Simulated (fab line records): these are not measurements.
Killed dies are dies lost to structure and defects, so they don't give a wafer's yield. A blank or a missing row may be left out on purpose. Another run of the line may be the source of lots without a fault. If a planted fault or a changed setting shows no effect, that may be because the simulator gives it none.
What tool caused it?    flow n5 finfet    35 wafers from 12 lots sampled at 3 of the route's 1938 steps

WHAT THE GAUGES READ, wafer by wafer
Not one reading of a measure or inspect step in the record can be checked against a usual standard deviation.

WHICH TOOL RAN EACH LOT (tool, then ch and the chambers of the sampled wafers, then the start)
lot   N5_SD_EPI_N_VAPOR_ETCH_50       N5_ILD0_CMP_03                N5_ILD0_CMP_12
L748  epi rpcvd-01 ch 0, day 3 04:40  cmp-01 ch 0,1,2, day 3 14:25  cmp-01 ch 0,1,2, day 3 18:06
L749  epi rpcvd-01 ch 0, day 3 09:49  cmp-01 ch 1,3, day 3 19:33    cmp-04 ch 0,2,3, day 3 23:19
L750  epi rpcvd-01 ch 0, day 3 16:22  cmp-01 ch 0,3, day 4 02:57    cmp-04 ch 0,1,2, day 4 06:45
L751  epi rpcvd-01 ch 0, day 3 22:14  cmp-02 ch 0,1,3, day 4 07:57  cmp-02 ch 0,3, day 4 11:29
L758  epi rpcvd-04 ch 0, day 5 18:23  cmp-02 ch 0,1,3, day 6 06:28  cmp-04 ch 0,1, day 6 09:58
L759  epi rpcvd-03 ch 0, day 5 21:05  cmp-02 ch 0,1,2, day 6 06:47  cmp-01 ch 1,3, day 6 10:31
L761  epi rpcvd-03 ch 0, day 6 09:34  cmp-02 ch 1,2, day 6 20:44    cmp-02 ch 1,2, day 7 00:15
L765  epi rpcvd-01 ch 0, day 7 07:10  cmp-04 ch 0,1,2, day 7 18:01  cmp-01 ch 1,2,3, day 7 22:01
L766  epi rpcvd-03 ch 0, day 7 13:08  cmp-04 ch 0,1,2, day 8 00:34  cmp-04 ch 0,1,3, day 8 04:10
L769  epi rpcvd-04 ch 0, day 8 11:18  cmp-04 ch 0,1, day 9 00:09    cmp-01 ch 1,2, day 9 03:41
L770  epi rpcvd-03 ch 0, day 8 13:21  cmp-04 ch 1,2,3, day 9 00:47  cmp-02 ch 1,2, day 9 04:23
L771  epi rpcvd-03 ch 0, day 8 23:11  cmp-01 ch 1,3, day 9 10:45    cmp-02 ch 0,2, day 9 15:31
- N5_SD_EPI_N_VAPOR_ETCH_50: etches Si in HCl, time 54 s.
- N5_ILD0_CMP_03: polishes, stops on SiNx, t overpolish 1.9 s, target thk 197.38 nm.
- N5_ILD0_CMP_12: polishes SiNx, stops on poly-Si, t overpolish 6 s, target thk 17.67 nm.

WHAT THE TOOLS THEMSELVES READ (means of the sampled wafers that have a number; where no wafer has one, the mark that the record gives instead)
N5_SD_EPI_N_VAPOR_ETCH_50.
lot   tool          throttle valve pct (%)
L748  epi rpcvd-01  11.5
L749  epi rpcvd-01  11.6
L750  epi rpcvd-01  11.6
L751  epi rpcvd-01  11.7
L758  epi rpcvd-04  12.2
L759  epi rpcvd-03  12.0
L761  epi rpcvd-03  12.1
L765  epi rpcvd-01  11.5
L766  epi rpcvd-03  12.2
L769  epi rpcvd-04  12.1
L770  epi rpcvd-03  12.3
L771  epi rpcvd-03  12.2

N5_ILD0_CMP_03.
lot   tool    edge zone pressure frac  motor current A (A)  overpolish run s (s)  time to endpoint s (s)
L748  cmp-01  0.997                    13.6                 1.900                 73
L749  cmp-01  0.998                    12.1                 1.895                 66
L750  cmp-01  1.001                    12.2                 1.897                 72
L751  cmp-02  0.996                    13.0                 1.901                 69
L758  cmp-02  0.996                    12.4                 1.904                 98
L759  cmp-02  1.000                    12.6                 1.895                 100
L761  cmp-02  1.000                    12.2                 1.897                 112
L765  cmp-04  1.002                    14.8                 1.902                 67
L766  cmp-04  1.002                    14.3                 1.897                 67
L769  cmp-04  1.003                    13.9                 1.899                 67
L770  cmp-04  0.996                    13.6                 1.908                 65
L771  cmp-01  1.003                    12.4                 1.898                 61

N5_ILD0_CMP_12.
lot   tool    edge zone pressure frac  motor current A (A)  overpolish run s (s)  time to endpoint s (s)
L748  cmp-01  0.996                    9.8                  6.002                 34
L749  cmp-04  1.001                    9.7                  6.009                 29
L750  cmp-04  0.995                    10.4                 6.004                 28
L751  cmp-02  1.007                    9.3                  5.994                 30
L758  cmp-04  0.998                    10.9                 6.003                 29
L759  cmp-01  1.003                    9.2                  6.007                 30
L761  cmp-02  0.999                    9.3                  6.003                 30
L765  cmp-01  1.006                    9.4                  6.000                 26
L766  cmp-04  1.001                    10.3                 6.007                 28
L769  cmp-01  0.998                    10.2                 5.996                 30
L770  cmp-02  1.008                    9.3                  6.009                 31
L771  cmp-02  0.997                    9.7                  6.000                 32

THE ANSWER, worked out from the rows above alone
Rule: the lots themselves supply what counts as usual. Put in order of their means at a reading, lots are off if they are a third of the lots or fewer, leave a main group of 4 or more, and stand apart from it by a gap of 3 or more times the standard deviation of the main group's means; of several such gaps the widest counts. The tables above print the reading to a certain number of digits; a main group whose means all agree to those digits is not used. Also off: a lot with no number at a reading for which 4 or more lots have one. Where the step has rows for the other lots, those lots are counted as sound. Order of review: gauges by route order, followed by the tools' own readings, for which a lot's mean as printed above is used. At the first step where some lot is off, the reading lying furthest off is the one used; lots without a number count as furthest.
Off: L758, L759, L761 (N5_ILD0_CMP_03, time to endpoint s). For the main group the mean is 67 s and the standard deviation 3.4.
If a tool, at that step or one of the process steps before it, ran each lot that is off and ran no sound lot following the first of them, it fits. One fits: N5_ILD0_CMP_03 on cmp-02. Its last sound lot is L751 (day 4 07:57), its first lot that is off L758 (day 6 06:28): a fault that began between those two fits.
The tool's own readings at N5_ILD0_CMP_03 bear it out: on the lots that are off they differ by more than 5 times the standard deviation of the sound lots' means. time to endpoint s reads 103 s there against 67 s on the sound lots.

WHAT THE SIMULATOR HAD PUT IN
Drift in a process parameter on cmp-02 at N5_ILD0_CMP_03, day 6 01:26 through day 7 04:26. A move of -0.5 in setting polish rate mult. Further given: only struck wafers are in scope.
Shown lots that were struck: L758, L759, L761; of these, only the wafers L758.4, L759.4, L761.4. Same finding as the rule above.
